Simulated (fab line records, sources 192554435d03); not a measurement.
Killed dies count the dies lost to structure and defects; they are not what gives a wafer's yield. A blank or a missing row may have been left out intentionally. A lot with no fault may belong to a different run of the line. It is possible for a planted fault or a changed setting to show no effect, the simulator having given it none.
Comparing a struck lot with a sound one + flow n5_finfet + 36 out of 1938 route steps
Sound: the wafers L809.2, L809.4, L809.6. Struck: wafer L814.6 (left out: L814.4, L814.5 of the same lot, which were not struck); the cause appears at the end.
At each step with rows: each side's tool, then ch and its chambers, then its first start. Under that, the readings that differ: sound wafers + struck wafers + difference of the means + sigmas: that difference in standard deviations of wafers without a fault.
alike: readings with means less than 2 such deviations apart, plus words and numbers identical on both sides. not compared: withheld readings, readings lacking a value on some wafer, bounds such as >300 that could conceal the same value, and numbers that have no deviation in the record and whose values overlap.
The two part at a step that has a row with sigmas, a row that says differs or no value, or rows on one side only. Non-overlapping numbers with no deviation appear without sigmas and do not part them. A reading that every wafer of one side lacks parts them only if that side has two wafers or more.

first, 9 steps without rows for these wafers: N5_BEOL_M8_ALD_77 (deposits TaN, target thk 2 nm, pulse time 2 s, purge time 3 s); N5_BEOL_M8_SURFACE_TREAT_79; N5_BEOL_M8_CVD_78 (deposits Co from CCTBA/H2, target thk 2 nm, time 142.3 s); N5_BEOL_M8_SPUTTER_48 (material Cu, target thk 10 nm, time 1.667 s); N5_BEOL_M8_ECD_50 (material Cu, target thk 300 nm); N5_BEOL_M8_ANNEAL_51 (time 90 s); N5_BEOL_M8_CMP_52 (polishes, stops on SiCOH lowk, t overpolish 6.9 s, target thk 80 nm); N5_BEOL_M8_PRE_CLEAN_55 (time 15 s); N5_BEOL_M8_DEP_56 (deposits SiCN from 3MS/NH3, target thk 10 nm, time 17.5 s).
N5_BEOL_M9_ILD_DEP_00: deposits SiCOH lowk from DEMS/porogen, target thk 308.51 nm, time 58 s.
  sound on pecvd-02 ch 1,2, day 10 02:02; struck on pecvd-02 ch 0, day 11 17:21
| reading                                            | sound             | struck | difference | sigmas |
|----------------------------------------------------|-------------------|--------|------------|--------|
| run_length_s (s)                                   | 100.9 101.1 101.2 | 109.0  | +7.9       | +14    |
| model.SiCOH_lowk_of_BEOL_M9_ILD_DEP_00.thk_nm (nm) | 302.2 311.4 309.6 | 355.8  | +48.1      |        |
  alike: heater_power_w, rf_fwd_power_W, showerhead_plenum_p_Torr, showerhead_vpp_V, throttle_valve_pct
then, 1 step without rows for these wafers: N5_BEOL_M9_CURE_71 (cures SiCOH lowk, time 240 s).
N5_BEOL_M9_THK_MEAS_01:
  sound on film_metro-01, day 10 02:37; struck on film_metro-01, day 11 17:55
| reading         | sound       | struck | difference | sigmas |
|-----------------|-------------|--------|------------|--------|
| M9_ILD_THK (nm) | 262 271 269 | 310    | +43        | +11    |
then, 23 steps without rows for these wafers: N5_BEOL_M9_PECVD_70 (deposits SiO2 from TEOS/O2, target thk 20 nm, time 22.7 s); N5_BEOL_M9_HM_DEP_02 (deposits TiN, target thk 20 nm); N5_BEOL_M9_COAT_59 (time 60 s, resist thk 100 nm); N5_BEOL_M9_COAT_60 (time 60 s, resist thk 30 nm); N5_BEOL_M9_COAT_05 (resist thk 90 nm); N5_BEOL_M9_EBR_07; N5_BEOL_M9_SOFTBAKE_06 (time 60 s); N5_BEOL_M9_EXPOSE_08 (exposes mask M9); N5_BEOL_M9_PEB_09 (peb time 60 s); N5_BEOL_M9_DEVELOP_10 (develop time 30 s); N5_BEOL_M9_DESCUM_16 (chemistry O2, time 7.9 s); N5_BEOL_M9_ETCH_61 (etches SiARC in CF4, target depth 39 nm, time 65 s); N5_BEOL_M9_ETCH_62 (etches SOC in N2/H2, target depth 110 nm, overetch 22 nm, time 165 s); N5_BEOL_M9_STRIP_68 (strips in N2/H2); N5_BEOL_M9_STRIP_67 (strips in CF4); N5_BEOL_M9_HM_OPEN_17 (chemistry Cl2/BCl3, target TiN, target depth 20 nm, overetch 6 nm); N5_BEOL_M9_STRIP_19 (strips in O2); N5_BEOL_M9_COAT_63 (time 60 s, resist thk 60 nm); N5_BEOL_M9_COAT_64 (time 60 s, resist thk 12 nm); N5_BEOL_M9_COAT_75 (time 60 s, resist thk 5 nm); N5_BEOL_M9_COAT_22 (resist thk 30 nm); N5_BEOL_M9_EBR_24; N5_BEOL_M9_SOFTBAKE_23 (time 60 s).
N5_BEOL_M9_CMP_52: polishes, stops on SiCOH lowk, t overpolish 7 s, target thk 140 nm.
  sound on cmp-04 ch 0,2, day 10 11:52; struck on cmp-01 ch 2, day 12 00:55
| reading                                            | sound           | struck | difference | sigmas |
|----------------------------------------------------|-----------------|--------|------------|--------|
| model.SiCOH_lowk_of_BEOL_M9_ILD_DEP_00.thk_nm (nm) | 259.4 267.4 266 | 306.8  | +42.5      |        |
  alike: head_pressure_psi, motor_current_A, retaining_ring_pressure_frac
  not compared: pad_life_wafers

== WHERE THEY PART ==
At N5_BEOL_M9_ILD_DEP_00 first; at N5_BEOL_M9_THK_MEAS_01 last (within this record only). Later steps at which nothing parts them and some readings are alike: N5_BEOL_M9_CMP_52.

WHY: the cause the simulator had injected
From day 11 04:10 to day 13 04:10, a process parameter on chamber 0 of pecvd-02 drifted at N5_BEOL_M9_ILD_DEP_00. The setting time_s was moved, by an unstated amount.
